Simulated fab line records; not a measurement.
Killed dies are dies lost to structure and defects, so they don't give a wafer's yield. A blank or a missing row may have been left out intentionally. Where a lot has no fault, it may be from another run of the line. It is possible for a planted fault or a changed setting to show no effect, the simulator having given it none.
Problem report, 8D (eight disciplines) form, completed by code -- flow nand harc -- the parts of the form that need people (team, actions taken, sign-off) are left out

## 1. WHAT WENT WRONG
time to endpoint s at NHARC_A_M0_CMP_23 reads a mean of 48.0 s on 4 wafers of 3 lots; wafers without a fault read 28.0 s with a standard deviation of 2.8. That is +7.2 standard deviations from the usual mean.
The step: polishes, t overpolish 20 s, target thk 113.75 nm.
Earliest sighting: wafer L769.3 on cmp-02 at day 19 17:42. The record holds 33 wafers of 11 lots with a number at this step. By rule, "out" or "out of limits" means more than 4 standard deviations away from the usual mean. Any other wafer with a number is counted as sound.

## 2. WHAT IT IS; WHAT IT IS NOT
question,is,is not
which readings at this step,time to endpoint s,motor current A
which lots,"L769, L772, L773","L762, L763, L764, L765, L770, L775, L776, L783"
which wafers of those lots,"L769.3, L772.4, L773.3, L773.6","L769.4, L769.5, L772.3, L772.6, L773.5"
read on which tools,"cmp-02, cmp-03, cmp-04",-
when,from day 19 17:42,"up to then (17 sound wafers); but 12 sound wafers of L772, L773, L775, L776, L783 came after"

## 3. THE SUSPECTS, EACH WITH WHAT RULES IT OUT
Counting: a tool at a process step up to the reading stays a suspect if it ran every lot that is out. Sound lots after the first of them don't rule it out here, since some wafers of a struck lot are sound.
- ecd cu-02 at NHARC_A_M0_ECD_22 (material Cu, target thk 400 nm): kept. Every lot that is out went through it, the first being L769 (day 19 16:59); the last sound lot it ran before that was L765 (day 18 01:29).
- Within ecd cu-02 at NHARC_A_M0_ECD_22, the wafers that are out were processed in chamber 0 and their sound lot-mates in chamber 1.
Remaining after the count: ecd cu-02 at NHARC_A_M0_ECD_22.

## 4. THE CAUSE (what the simulator had put in)
ecd cu-02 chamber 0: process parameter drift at NHARC_A_M0_ECD_22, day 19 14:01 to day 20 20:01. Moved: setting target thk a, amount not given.
The count eliminated every tool but this one.

## 5. THE CHAIN OF EFFECTS, in route order
Each row: a reading whose mean over the struck wafers that have a number lies more than 3 standard deviations from the usual. Scope: only readings with a usual standard deviation given in the record; hours: median across lots of the time from each lot's start at the first step in this table that gives one to its start at this step; sigmas: change in usual standard deviations.
hours,step,reading,usual,on struck wafers,change,sigmas
0,NHARC_A_M0_CMP_23,time to endpoint s,28.0 s,48.0,+20.0,+7.2
The process steps in it:
- NHARC_A_M0_CMP_23: polishes, t overpolish 20 s, target thk 113.75 nm.
Later steps that measure or inspect, where all struck wafers having a row at the step show a number for every such reading and not one has moved that far: NHARC_END_SORT_01.

## 6. HOW IT WOULD HAVE BEEN CAUGHT EARLIER
In this record the first reading out of limits was taken at day 19 17:42, 4 hours after the fault began at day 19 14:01.
Tool readings at NHARC_A_M0_ECD_22 with a usual standard deviation given in the record: none out on any struck wafer, hence no alarm at a limit of 4 standard deviations on them.
Of the lots that are out (3), L772, L773 began NHARC_A_M0_ECD_22 on ecd cu-02 after day 19 17:42. A hold on the tool at that time would have spared those 2.
